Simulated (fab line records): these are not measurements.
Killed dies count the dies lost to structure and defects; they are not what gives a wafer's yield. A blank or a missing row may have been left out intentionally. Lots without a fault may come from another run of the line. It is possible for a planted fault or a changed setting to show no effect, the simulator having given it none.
Split-lot experiment    flow n5 finfet    7 lots, 21 wafers read, on a route of 1938 steps

THE SPLIT
At N5_BEOL_M6_ETCH_66 (etches SOC in N2/H2, target depth 80 nm, overetch 16 nm, time 120 s), the setting bias w was moved away from the recipe's 150 W on 9 of the 21 wafers read, by -8.3% to +13.2%. All remaining wafers had this setting at the recipe value.

The reading comes from the split's own step.

THE READING
rf vpp V, in V, at N5_BEOL_M6_ETCH_66 (etches SOC in N2/H2, target depth 80 nm, overetch 16 nm, time 120 s). Typical for fault-free wafers on this fab line: 523.5 V, with standard deviation 2.4 V.

wafer   tool, chamber at the split  bias w as run, W  against the recipe  rf vpp V, V  against lot-mates on the recipe
L076.1  rie diel-06, 2              150               recipe              522.2        -
L076.4  rie diel-06, 1              169.8             +13.2%              563.9        +41.7
L076.5  rie diel-06, 0              169.8             +13.2%              570.6        +48.4
L080.1  rie diel-04, 2              150               recipe              521.6        -
L080.2  rie diel-04, 0              150               recipe              519.4        -
L080.4  rie diel-04, 1              163.3             +8.9%               555.9        +35.4
L081.3  rie diel-05, 2              159.2             +6.1%               542.5        +19.1
L081.4  rie diel-05, 0              159.2             +6.1%               540.9        +17.5
L081.5  rie diel-05, 3              150               recipe              523.4        -
L090.4  rie diel-04, 3              150               recipe              524.5        -
L090.5  rie diel-04, 2              150               recipe              523.7        -
L090.6  rie diel-04, 3              150               recipe              525.5        -
L091.2  rie diel-05, 3              150               recipe              523.1        -
L091.3  rie diel-05, 1              137.6             -8.3%               493.7        -29.4
L091.6  rie diel-05, 3              150               recipe              523.1        -
L092.2  rie diel-04, 0              150               recipe              527.8        -
L092.4  rie diel-04, 2              168.6             +12.4%              563.3        +35.5
L092.5  rie diel-04, 1              168.6             +12.4%              567.8        +40.0
L097.2  rie diel-05, 3              150               recipe              522.9        -
L097.3  rie diel-05, 2              165.7             +10.5%              555.6        +33.1
L097.4  rie diel-05, 0              150               recipe              522.0        -

THE FIT
A straight line over all 21 wafers: rf vpp V changes by +3.37 V for each +1% of bias w; r = +0.99; the points scatter about the line by 2.4 V.
The same after taking each lot's own level away (the mean of its wafers on the recipe; 21 wafers): +3.31 V for each +1%; r = +0.99; scatter 2.4 V.
The reading moves by 44 V for the largest change in bias w, on that fit.
From 520.50 to 527.80 V: that is the span of the lots' own levels, equal to 3.0 times the standard deviation above.
The two slopes agree, so the slope changes little with the lot-to-lot level.
Check: +43.9 V against its lot-mates is what the line predicts for one of the wafers moved furthest among these (+13.2%) when that wafer is left out of the fit. It came out at +41.7 V against them.
Tool readings at the split's step, against how far the setting was moved: rf vpp V r = +0.99.

THE OTHER SPLITS THESE WAFERS WENT THROUGH
Note: prior to the reading, these wafers also went through further splits. Each is held against what the fit with the lots' levels taken away leaves over:
other split on the same wafers      wafers away from the commonest value  r with rf vpp V (lot level and that fit taken away)
N5_BEOL_M1_ETCH_64 source w         7                                     +0.63
N5_BEOL_M3_VIA_ETCH_34 time s       3                                     -0.36
N5_BEOL_M3_TRENCH_ETCH_37 source w  8                                     -0.01
N5_BEOL_M5_DESCUM_16 time s         10                                    +0.10
N5_BEOL_M6_COAT_60 spin rpm         8                                     +0.26
N5_BEOL_M6_ETCH_62 time s           3                                     -0.45

THE WHOLE CHAIN: every reading that the file lists as answering this split, in the file's order
step                what it does                                                         reading                                                                           change (the file's fit)                 r (the file's)
N5_BEOL_M6_ETCH_66  etches SOC in N2/H2, target depth 80 nm, overetch 16 nm, time 120 s  rf vpp V                                                                          +3.34 V for each +1% of the setting     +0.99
N5_BEOL_M6_ETCH_66  etches SOC in N2/H2, target depth 80 nm, overetch 16 nm, time 120 s  SiARC_of_BEOL_M6_COAT_64.thk nm (the simulator's own value, which no gauge read)  -0.0616 nm for each +1% of the setting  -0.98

FILE'S OWN FIT
rf vpp V changes by +3.34 V for each +1% of bias w, r = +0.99.
